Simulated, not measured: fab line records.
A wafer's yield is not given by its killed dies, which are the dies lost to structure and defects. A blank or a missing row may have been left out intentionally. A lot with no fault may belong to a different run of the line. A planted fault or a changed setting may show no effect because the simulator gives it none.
Struck lot and sound lot, side by side ; flow n5-finfet ; 33 out of 1938 route steps
Sound: the wafers L439.1, L439.2, L439.5. Struck: wafers L436.4, L436.5, L436.6. The cause is named last.
For every step that has rows: the tool of each side, followed by ch and its chambers, followed by its first start. Under that, the readings that differ: sound wafers ; struck wafers ; difference of the means ; sigmas: that difference in standard deviations of wafers without a fault.
alike: a reading whose means differ by less than 2 such deviations, as well as words and numbers matching on both sides. not compared: withheld readings; readings where some wafer has no value; bounds like >300 that might hide an equal value; numbers whose values overlap and for which the record gives no deviation.
Wherever a step has rows on one side only, a row that says differs or no value, or a row with sigmas, the two part there. Numbers that have no deviation but don't overlap get no sigmas and don't part them. A reading missing from all wafers of one side parts the sides only when that side holds two or more wafers.

first, 10 steps without rows for these wafers: N5_SD_EPI_P_SRD_20 (time 30 s); N5_SD_EPI_P_PRECLEAN_51 (cleans in NF3:NH3, afs cycles 1, time 20 s, sublimation time 60 s); N5_SD_EPI_P_VAPOR_ETCH_44 (etches SiGe30 in NF3/Ar, time 3.3 s); N5_SD_EPI_P_EPI_21 (deposits SiGe:B, time 355 s); N5_SD_EPI_P_HM_STRIP_48 (strips SiNx in H3PO4, material SiNx, target depth 3 nm); N5_SD_EPI_P_SRD_49 (time 30 s); N5_SD_EPI_P_PRECLEAN_24 (cleans in O3/DIW, time 45 s); N5_SD_EPI_P_PRECLEAN_32 (cleans in dHF, time 10 s); N5_SD_EPI_P_PRECLEAN_33 (cleans in SC2, time 45 s); N5_SD_EPI_P_SRD_25 (time 30 s).
N5_SD_ACTIVATION_RTA_00: time 0 s.
  sound on rtp-anneal-01 ch 0, day 8 06:29; struck on rtp-anneal-02 ch 0, day 7 14:35
reading;sound;struck;difference;sigmas
lamp-power-pct (%);9.03 8.99 8.98;7.95 8.01 8.08;-0.99;-19
lamp_zone_1_pct (%);8.952 8.962 8.999;7.982 7.987 7.977;-0.989;-33
lamp_zone_2_pct (%);8.96 8.98 8.97;7.97 8.01 8.02;-0.97;-30
lamp_zone_3_pct (%);8.96 8.92 8.98;7.95 7.97 7.96;-0.99;-33
lamp_zone_4_pct (%);8.97 8.96 8.95;7.97 8.00 7.98;-0.98;-30
lamp_zone_5_pct (%);8.91 8.90 8.95;7.98 7.96 7.97;-0.95;-31
lamp_zone_6_pct (%);8.823 8.872 8.840;7.959 7.916 7.917;-0.914;-30
lamp_zone_7_pct (%);9.44 9.33 9.44;8.33 8.36 8.33;-1.06;-30
  alike: wafer_temp_C_max
then, 1 step without rows for these wafers: N5_SD_ACTIVATION_LSA_01 (time 0.0008 s).
N5_SD_ACTIVATION_RS_MEAS_03: measurement is done with a four-point probe.
  sound: film-metro-02 at day 8 06:54; struck: film-metro-01 at day 7 14:58
reading;sound;struck;difference;sigmas
RS_SD_N (ohm/sq);21.99 22.18 22.24;22.90 23.40 23.45;+1.11;+4
RS_SD_P (ohm/sq);56.3 54.9 56.1;59.6 58.4 59.2;+3.3;+4
then, 18 steps without rows for these wafers: N5_ILD0_LINER_00 (material SiNx, target thk 4 nm, pulse time 1 s, purge time 2 s); N5_ILD0_FCVD_FILL_01 (material SiO2 flowable, target thk 200 nm, time 328.3 s); N5_ILD0_CURE_02 (time 1800 s); N5_ILD0_CMP_03 (polishes, stops on SiNx, t overpolish 1.9 s, target thk 197.38 nm); N5_ILD0_CMP_07 (polishes SiO2 flowable, stops on poly-Si, t overpolish 1.18 s, target thk 138.88 nm); N5_ILD0_PRECLEAN_10 (cleans in NF3:NH3, afs cycles 5, time 20 s, sublimation time 60 s); N5_ILD0_ALD_15 (deposits SiNx, target thk 24 nm, pulse time 1 s, ald cycles 480); N5_ILD0_CMP_12 (polishes SiNx, stops on poly-Si, t overpolish 6 s, target thk 17.67 nm); N5_SDB_HM_DEP_00 (deposits SiNx from SiH4/NH3/N2, target thk 40 nm, time 35.3 s); N5_SDB_COAT_03 (time 60 s, resist thk 100 nm); N5_SDB_COAT_04 (time 60 s, resist thk 18 nm); N5_SDB_COAT_05 (resist thk 90 nm); N5_SDB_EBR_07; N5_SDB_SOFTBAKE_06 (time 60 s); N5_SDB_EXPOSE_08 (exposes mask SDB); N5_SDB_PEB_09 (peb time 60 s); N5_SDB_DEVELOP_10 (develop time 30 s); N5_SDB_DESCUM_16 (chemistry O2, time 7.9 s).
-- the record jumps here: 5 days lie between the struck wafers' starts before and after (it left off in module SDB and takes up again in module BEOL_M4, whose first step shown is number 1111 of the route) --
N5_BEOL_M4_RC_MEAS_101:
  sound on prober-01 ch 0, day 13 19:10; struck on prober-01 ch 0, day 12 14:20
reading;sound;struck;difference;sigmas
DIBL_N (mV/V);35.5 34.7 33.1;27.4 27.4 27.6;-7.0;-4
DIBL_P (mV/V);36.1 35.0 33.0;31.2 31.9 31.2;-3.3;-2
IOFF_N (nA/um);0.146 0.142 0.111;0.058 0.060 0.060;-0.074;-3
IOFF_N_85C (nA/um);3.0 2.9 2.3;1.4 1.4 1.4;-1.3;-3
IOFF_N_LIN (nA/um);0.069 0.069 0.055;0.033 0.034 0.034;-0.031;-3
IOFF_P (nA/um);0.24 0.22 0.19;0.10 0.11 0.10;-0.11;-3
ION_N (uA/um);666 670 663;597 599 595;-69;-7
ION_P (uA/um);465 472 466;427 436 422;-39;-6
RC_N (ohm.um);15.47 15.41 15.29;15.83 16.20 15.95;+0.60;+2
REXT_N (ohm.um);72.4 72.8 72.8;105.7 106.0 104.9;+32.9;+18
REXT_P (ohm.um);98.0 98.9 98.4;116.1 114.5 117.6;+17.6;+8
RS_SD_N (ohm/sq);28.0 28.5 29.2;29.3 30.2 29.9;+1.2;+3
VT_N (mV);250.9 253.0 256.7;267.0 265.4 264.7;+12.2;+4
VT_N_LVT (mV);102.6 101.2 104.4;116.4 115.1 114.2;+12.5;+4
VT_P (mV);-246 -246 -250;-262 -266 -264;-17;-5
VT_P_LVT (mV);-96.4 -96.8 -98.4;-113.7 -112.3 -113.7;-16.0;-5
  alike: SS_N, SS_P
-- here the record skips 5 days between the struck wafers' starts before and after, leaving off in module BEOL_M4 and picking up in module PASSIVATION (first step shown: number 1936 of the route) --
N5_PASSIVATION_PROBE_49:
  sound: prober-02 at day 18 16:31; struck: prober-01 at day 17 18:22
reading;sound;struck;difference;sigmas
sort_bin_8_speed (%);0 0 0;92.37 91.27 91.95;+91.86;
sort-n-pass;1073 1093 1056;6 16 1;-1066;-63
sort-yield-pct (%);90.9 92.6 89.5;0.5 1.4 0.1;-90.3;-60
  alike: defect-limited-yield, killed_at_M0_to_M3, killed_at_M4_up, killed-at-contacts, killed-at-front-end, killed-at-other, killed-dies, killed-open, killed-short, sort_bin_5_function, sort_bin_6_memory

== WHERE THEY PART ==
First at N5_SD_ACTIVATION_RTA_00; last, within this record, at N5_PASSIVATION_PROBE_49.

WHY: whatever the simulator had introduced
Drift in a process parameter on rtp-anneal-02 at N5_SD_ACTIVATION_RTA_00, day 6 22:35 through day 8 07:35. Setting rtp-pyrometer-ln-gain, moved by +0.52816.
